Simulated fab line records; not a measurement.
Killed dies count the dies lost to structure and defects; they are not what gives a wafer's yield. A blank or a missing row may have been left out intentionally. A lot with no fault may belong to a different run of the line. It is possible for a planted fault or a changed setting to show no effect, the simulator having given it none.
Which tool is to blame? ; flow nand-harc ; 42 wafers from 14 lots sampled at 5 of the route's 1302 steps

## WHAT EACH GAUGE READ, for each wafer
NHARC_END_SORT_01.
lot;measured;on;killed-at-array;killed-at-other;killed-at-periphery;killed-dies;killed-open;killed-short
L876;day 29 18:06;prober-02;112 139 100;1 3 0;7 2 8;120 144 108;5 2 3;1 1 0
L877;day 30 02:42;prober-02;114 110 139;0 0 1;4 3 2;118 113 142;6 5 0;0 3 2

## TOOL THAT RAN EACH LOT (tool first, then ch and the chambers of the sampled wafers, then the start)
lot;NHARC_A_CONTACT_ETCH_113;NHARC_A_BONDPAD_DEGAS_25;NHARC_THIN_TSV_PRE_CLEAN_50;NHARC_THIN_TSV_DEGAS_53
L867;har-cap-etch-01 ch 0,1, day 21 15:24;pvd-sputter-01, day 23 08:25;pvd-sputter-03, day 24 03:29 or earlier;pvd-sputter-02, day 24 03:29
L868;har-cap-etch-03 ch 1, day 22 08:29;pvd-sputter-01, day 23 21:19;pvd-sputter-03, day 24 16:57 or earlier;pvd-sputter-03, day 24 16:57
L869;har-cap-etch-02 ch 0, day 22 09:24;pvd-sputter-02, day 23 23:35;pvd-sputter-01, day 24 18:19 or earlier;pvd-sputter-02, day 24 18:19
L875;har-cap-etch-01 ch 0,1, day 25 13:26;pvd-sputter-03, day 27 03:30;pvd-sputter-01, day 27 23:52 or earlier;pvd-sputter-01, day 27 23:52
L876;har-cap-etch-01 ch 0,1, day 26 05:02;pvd-sputter-03, day 28 04:18;pvd-sputter-02, day 28 22:34 or earlier;pvd-sputter-01, day 28 22:34
L877;har-cap-etch-01 ch 0,1, day 26 14:52;pvd-sputter-02, day 28 10:11;pvd-sputter-03, day 29 06:02 or earlier;pvd-sputter-03, day 29 06:02
L884;har-cap-etch-02 ch 0,1, day 28 06:34;pvd-sputter-01, day 30 00:05;pvd-sputter-03, day 30 18:55 or earlier;pvd-sputter-03, day 30 18:55
L882;har-cap-etch-02 ch 0,1, day 28 16:00;pvd-sputter-01, day 30 13:11;pvd-sputter-03, day 31 08:05 or earlier;pvd-sputter-01, day 31 08:05
L885;har-cap-etch-03 ch 0,1, day 28 20:28;pvd-sputter-02, day 30 15:24;pvd-sputter-03, day 31 09:14 or earlier;pvd-sputter-01, day 31 09:14
L886;har-cap-etch-03 ch 0,1, day 29 14:14;pvd-sputter-01, day 31 04:08;pvd-sputter-01, day 31 23:06 or earlier;pvd-sputter-03, day 31 23:06
L887;har-cap-etch-02 ch 0, day 29 18:40;pvd-sputter-02, day 31 07:02;pvd-sputter-02, day 32 08:14 or earlier;pvd-sputter-02, day 32 08:14
L888;har-cap-etch-02 ch 0,1, day 30 15:05;pvd-sputter-03, day 32 04:49;pvd-sputter-03, day 33 00:50 or earlier;pvd-sputter-02, day 33 00:50
L889;har-cap-etch-03 ch 0,1, day 30 15:15;pvd-sputter-03, day 32 05:52;pvd-sputter-03, day 33 02:17 or earlier;pvd-sputter-01, day 33 02:17
L890;har-cap-etch-03 ch 0,1, day 31 03:38;pvd-sputter-03, day 32 15:47;pvd-sputter-02, day 33 10:44 or earlier;pvd-sputter-02, day 33 10:44
- NHARC_A_CONTACT_ETCH_113: etches the open film in C4F8/O2/Ar, time 190 s, target depth 1850 nm.
- NHARC_A_BONDPAD_DEGAS_25: time 60 s.
- NHARC_THIN_TSV_PRE_CLEAN_50: time 30 s.
- NHARC_THIN_TSV_DEGAS_53: time 60 s.

## WHAT THE TOOLS THEMSELVES READ (means of the sampled wafers that have a number; where no wafer has one, the mark that the record gives instead)
NHARC_A_BONDPAD_DEGAS_25.
lot;tool;heater-power-w (W)
L867;pvd-sputter-01;473
L868;pvd-sputter-01;513
L869;pvd-sputter-02;522
L875;pvd-sputter-03;477
L876;pvd-sputter-03;450
L877;pvd-sputter-02;531
L884;pvd-sputter-01;520
L882;pvd-sputter-01;495
L885;pvd-sputter-02;516
L886;pvd-sputter-01;471
L887;pvd-sputter-02;529
L888;pvd-sputter-03;470
L889;pvd-sputter-03;426
L890;pvd-sputter-03;470

NHARC_THIN_TSV_PRE_CLEAN_50.
lot;tool;heater-power-w (W)
L867;pvd-sputter-03;424
L868;pvd-sputter-03;410
L869;pvd-sputter-01;438
L875;pvd-sputter-01;467
L876;pvd-sputter-02;444
L877;pvd-sputter-03;410
L884;pvd-sputter-03;416
L882;pvd-sputter-03;377
L885;pvd-sputter-03;377
L886;pvd-sputter-01;456
L887;pvd-sputter-02;463
L888;pvd-sputter-03;352
L889;pvd-sputter-03;392
L890;pvd-sputter-02;430

NHARC_THIN_TSV_DEGAS_53.
lot;tool;heater-power-w (W)
L867;pvd-sputter-02;498
L868;pvd-sputter-03;445
L869;pvd-sputter-02;551
L875;pvd-sputter-01;513
L876;pvd-sputter-01;514
L877;pvd-sputter-03;475
L884;pvd-sputter-03;474
L882;pvd-sputter-01;514
L885;pvd-sputter-01;486
L886;pvd-sputter-03;457
L887;pvd-sputter-02;501
L888;pvd-sputter-02;507
L889;pvd-sputter-01;504
L890;pvd-sputter-02;531

## THE ANSWER, worked out from the rows above alone
Rule: the usual values come from the lots themselves. The widest of any qualifying gaps counts: lots, ordered by their means at a reading, are off when they make up no more than a third of the lots, leave a main group of 4 or more, and stand apart from it by 3 or more times the standard deviation of that group's means. A main group is skipped when, at the precision printed for the reading in the tables above, its means are all equal. Also off: a lot with no number at a reading for which 4 or more lots have one. The other lots that the step has rows for count as sound. After the gauges, taken in route order, come the tools' own readings; for these a lot's mean is taken, as printed above. At the first step where some lot is off, the reading lying furthest off is the one used; lots without a number count as furthest.
No lot is off at any reading shown: from this, nothing can be told.

## WHAT HAD BEEN PUT IN BY THE SIMULATOR
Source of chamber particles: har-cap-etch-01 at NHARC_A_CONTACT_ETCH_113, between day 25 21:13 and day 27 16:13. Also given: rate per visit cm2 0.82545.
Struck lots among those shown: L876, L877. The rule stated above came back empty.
